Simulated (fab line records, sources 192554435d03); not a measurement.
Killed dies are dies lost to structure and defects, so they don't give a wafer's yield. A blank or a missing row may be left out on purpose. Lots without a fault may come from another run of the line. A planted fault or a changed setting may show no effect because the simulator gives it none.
Split-lot experiment | flow n5_finfet | 7 lots, 21 wafers read, on a route of 1938 steps

THE SPLIT
At N5_BEOL_M2_COAT_68 (time 60 s, resist thk 12 nm), the setting spin_rpm was moved away from the recipe's 1500 rpm on 6 of the 21 wafers read, by -10.0% to +9.6%. The other wafers ran this setting at the recipe's value.

FROM THE SPLIT TO THE READING: what the file shows between them, 6 steps
- N5_BEOL_M2_COAT_76: time 60 s, resist thk 5 nm
- N5_BEOL_M2_COAT_22: resist thk 30 nm
- N5_BEOL_M2_DESCUM_33: chemistry O2, time 7 s
- N5_BEOL_M2_ETCH_77: etches underlayer in N2/H2, target depth 6.5 nm, time 5.2 s
- N5_BEOL_M2_ETCH_69: etches SiARC in CF4, target depth 15.6 nm, time 26 s
- N5_BEOL_M2_ALD_98: deposits SiO2, target thk 2.5 nm, pulse time 1 s, co reactant pulse time 1 s

THE READING
CAR-EUV_of_BEOL_M2_COAT_22.thk_nm (the simulator's own value, which no gauge read), in nm, at N5_BEOL_M2_ETCHBACK_99 (etches SiO2 in CHF3, target depth 5 nm, time 10.4 s). The file gives no usual value for it. The 15 wafers here that ran the recipe average 10.4 nm, standard deviation 0.1 nm.

wafer  | tool, chamber at the split | spin_rpm as run, rpm | against the recipe | CAR-EUV_of_BEOL_M2_COAT_22.thk_nm, nm | against lot-mates on the recipe
L074.1 | litho_track-05, 0          | 1401                 | -6.6%              | 10.2                                  | -0.2
L074.5 | litho_track-05, 0          | 1401                 | -6.6%              | 10                                    | -0.4
L074.6 | litho_track-05, 0          | 1500                 | recipe             | 10.4                                  | -
L076.1 | litho_track-01, 0          | 1500                 | recipe             | 10.4                                  | -
L076.5 | litho_track-01, 0          | 1500                 | recipe             | 10.4                                  | -
L076.6 | litho_track-01, 0          | 1563                 | +4.2%              | 10.6                                  | +0.2
L084.1 | litho_track-05, 0          | 1500                 | recipe             | 10.4                                  | -
L084.6 | litho_track-05, 0          | 1500                 | recipe             | 10.4                                  | -
L084.3 | litho_track-05, 0          | 1500                 | recipe             | 10.2                                  | -
L085.1 | litho_track-05, 0          | 1500                 | recipe             | 10.6                                  | -
L085.5 | litho_track-05, 0          | 1500                 | recipe             | 10.4                                  | -
L085.6 | litho_track-05, 0          | 1586                 | +5.7%              | 10.8                                  | +0.3
L087.1 | litho_track-05, 0          | 1500                 | recipe             | 10.4                                  | -
L087.2 | litho_track-05, 0          | 1500                 | recipe             | 10.4                                  | -
L087.3 | litho_track-05, 0          | 1500                 | recipe             | 10.4                                  | -
L089.4 | litho_track-04, 0          | 1644                 | +9.6%              | 11                                    | +0.5
L089.5 | litho_track-04, 0          | 1500                 | recipe             | 10.6                                  | -
L089.6 | litho_track-04, 0          | 1500                 | recipe             | 10.4                                  | -
L094.2 | litho_track-05, 0          | 1500                 | recipe             | 10.2                                  | -
L094.5 | litho_track-05, 0          | 1350                 | -10.0%             | 10                                    | -0.3
L094.6 | litho_track-05, 0          | 1500                 | recipe             | 10.4                                  | -

THE FIT
A straight line over all 21 wafers: CAR-EUV_of_BEOL_M2_COAT_22.thk_nm changes by +0.0513 nm for each +1% of spin_rpm; r = +0.90; the points scatter about the line by 0.11 nm.
The same after taking each lot's own level away (the mean of its wafers on the recipe; 21 wafers): +0.0436 nm for each +1%; r = +0.91; scatter 0.083 nm.
On that fit, the largest move of spin_rpm shifts the reading by 0.44 nm.
The lots' own levels span 10.30 to 10.50 nm, that is 1.9 times the standard deviation above.
So the lot-to-lot level changes the slope: the two fits differ.
Check: with one of the wafers moved furthest among these (-10.0%) left out of the fit, the line predicts -0.487 nm for it against its lot-mates. It came out at -0.3 nm against them.

OTHER SPLITS ON THESE WAFERS
These wafers also went through other splits before the reading. Each is held against what the fit with the lots' levels taken away leaves over:
other split on the same wafers          | wafers away from the commonest value | r with CAR-EUV_of_BEOL_M2_COAT_22.thk_nm (lot level and that fit taken away)
N5_GATE_CUT_DESCUM_18 time_s            | 5                                    | -0.57
N5_MOL_CONTACT_COAG_ETCH_110 bias_w     | 9                                    | +0.10
N5_MOL_CONTACT_COAG_ETCHBACK_135 time_s | 7                                    | -0.16
N5_BEOL_M0_SAQP_COAT_08 spin_rpm        | 6                                    | -0.17
N5_BEOL_M1_COAT_61 spin_rpm             | 4                                    | +0.16
N5_BEOL_M2_DESCUM_16 time_s             | 9                                    | -0.20

THE WHOLE CHAIN: every reading that the file lists as answering this split, in the file's order
step                   | what it does                                         | reading                                                                            | change (the file's fit)                | r (the file's)
N5_BEOL_M2_COAT_68     | time 60 s, resist thk 12 nm                          | SiARC_of_BEOL_M2_COAT_68.thk_nm (the simulator's own value, which no gauge read)   | -0.0613 nm for each +1% of the setting | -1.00
N5_BEOL_M2_ETCH_69     | etches SiARC in CF4, target depth 15.6 nm, time 26 s | etch_rf_on_time_s                                                                  | withheld for each +1% of the setting   | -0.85
N5_BEOL_M2_ETCH_69     | etches SiARC in CF4, target depth 15.6 nm, time 26 s | CAR-EUV_of_BEOL_M2_COAT_22.thk_nm (the simulator's own value, which no gauge read) | +0.05 nm for each +1% of the setting   | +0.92
N5_BEOL_M2_ETCH_69     | etches SiARC in CF4, target depth 15.6 nm, time 26 s | etch.depth_nm (the simulator's own value, which no gauge read)                     | -0.0639 nm for each +1% of the setting | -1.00
N5_BEOL_M2_ETCHBACK_99 | etches SiO2 in CHF3, target depth 5 nm, time 10.4 s  | CAR-EUV_of_BEOL_M2_COAT_22.thk_nm (the simulator's own value, which no gauge read) | +0.0431 nm for each +1% of the setting | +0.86

THE FILE'S OWN FIT
CAR-EUV_of_BEOL_M2_COAT_22.thk_nm changes by +0.0431 nm for each +1% of spin_rpm, r = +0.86.
